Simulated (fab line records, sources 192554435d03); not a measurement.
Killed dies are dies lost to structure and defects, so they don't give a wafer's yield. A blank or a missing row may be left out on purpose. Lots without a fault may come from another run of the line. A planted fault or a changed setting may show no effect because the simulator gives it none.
Split-lot experiment | flow n5_finfet | 7 lots, 21 wafers read, on a route of 1938 steps

THE SPLIT
At N5_PASSIVATION_ETCH_54 (etches SiO2 in CHF3/O2, target depth 880 nm, time 440 s), the setting time_s was moved away from the recipe's 440 s on 6 of the 21 wafers read, by -12.7% to +15.7%. The other wafers ran this setting at the recipe's value.

The reading is taken at the split's own step.

THE READING
PASSIVATION.feature_depth_nm (the simulator's own value, which no gauge read), in nm, at N5_PASSIVATION_ETCH_54 (etches SiO2 in CHF3/O2, target depth 880 nm, time 440 s). The file gives no usual value for it. The 15 wafers here that ran the recipe average 890.1 nm, standard deviation 12 nm.

wafer  | tool, chamber at the split | time_s as run, s | against the recipe | PASSIVATION.feature_depth_nm, nm | against lot-mates on the recipe
L076.2 | rie_diel-04, 1             | 440              | recipe             | 889.8                            | -
L076.4 | rie_diel-04, 3             | 509              | +15.7%             | 1013                             | +123.2
L076.5 | rie_diel-04, 3             | 509              | +15.7%             | 1012                             | +122.2
L082.1 | rie_diel-01, 1             | 440              | recipe             | 877                              | -
L082.2 | rie_diel-01, 3,2           | 503.3            | +14.4%             | 1016                             | +139.0
L082.3 | rie_diel-01, 3,2           | 503.3            | +14.4%             | 1016                             | +139.0
L087.2 | rie_diel-04, 0             | 440              | recipe             | 903.4                            | -
L087.3 | rie_diel-04, 1             | 440              | recipe             | 899.8                            | -
L087.6 | rie_diel-04, 0             | 440              | recipe             | 906.2                            | -
L088.4 | rie_diel-01, 0             | 440              | recipe             | 882.4                            | -
L088.5 | rie_diel-01, 1             | 440              | recipe             | 871.8                            | -
L088.6 | rie_diel-01, 0             | 440              | recipe             | 885.8                            | -
L086.2 | rie_diel-04, 1             | 440              | recipe             | 896.4                            | -
L086.5 | rie_diel-04, 0             | 440              | recipe             | 905.4                            | -
L086.6 | rie_diel-04, 1             | 440              | recipe             | 897.2                            | -
L089.1 | rie_diel-01, 3             | 384.3            | -12.7%             | 774                              | -110.9
L089.5 | rie_diel-01, 0             | 440              | recipe             | 895                              | -
L089.6 | rie_diel-01, 1             | 440              | recipe             | 874.8                            | -
L091.3 | rie_diel-01, 0             | 487.9            | +10.9%             | 988.2                            | +105.3
L091.4 | rie_diel-01, 1             | 440              | recipe             | 873                              | -
L091.5 | rie_diel-01, 2             | 440              | recipe             | 892.8                            | -
Where a row lists several chambers, the file gives one row for several wafers and doesn't say which wafer went through which chamber.

THE FIT
A straight line over all 21 wafers: PASSIVATION.feature_depth_nm changes by +8.48 nm for each +1% of time_s; r = +0.98; the points scatter about the line by 11 nm.
The same after taking each lot's own level away (the mean of its wafers on the recipe; 21 wafers): +8.76 nm for each +1%; r = +0.99; scatter 8.7 nm.
On that fit, the largest move of time_s shifts the reading by 1.4e+02 nm.
The lots' own levels span 877.00 to 903.13 nm, that is 2.3 times the standard deviation above.
So the lot-to-lot level changes the slope little: the two slopes agree.
Check: with one of the wafers moved furthest among these (+15.7%) left out of the fit, the line predicts +142 nm for it against its lot-mates. It came out at +123 nm against them.

OTHER SPLITS ON THESE WAFERS
These wafers also went through other splits before the reading. Each is held against what the fit with the lots' levels taken away leaves over:
other split on the same wafers     | wafers away from the commonest value | r with PASSIVATION.feature_depth_nm (lot level and that fit taken away)
N5_BEOL_M14_TRENCH_ETCH_34 time_s  | 6                                    | +0.41
N5_MIM_BOT_LITHO_EXPOSE_05 dose_mj | 5                                    | -0.21
N5_MIM_BOT_ETCH_ETCH_04 time_s     | 7                                    | -0.16

THE WHOLE CHAIN: every reading that the file lists as answering this split, in the file's order
step                   | what it does                                            | reading                                                                       | change (the file's fit)              | r (the file's)
N5_PASSIVATION_ETCH_54 | etches SiO2 in CHF3/O2, target depth 880 nm, time 440 s | etch.depth_nm (the simulator's own value, which no gauge read)                | +8.84 nm for each +1% of the setting | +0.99
N5_PASSIVATION_ETCH_54 | etches SiO2 in CHF3/O2, target depth 880 nm, time 440 s | PASSIVATION.feature_depth_nm (the simulator's own value, which no gauge read) | +8.85 nm for each +1% of the setting | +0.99

THE FILE'S OWN FIT
PASSIVATION.feature_depth_nm changes by +8.85 nm for each +1% of time_s, r = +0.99.
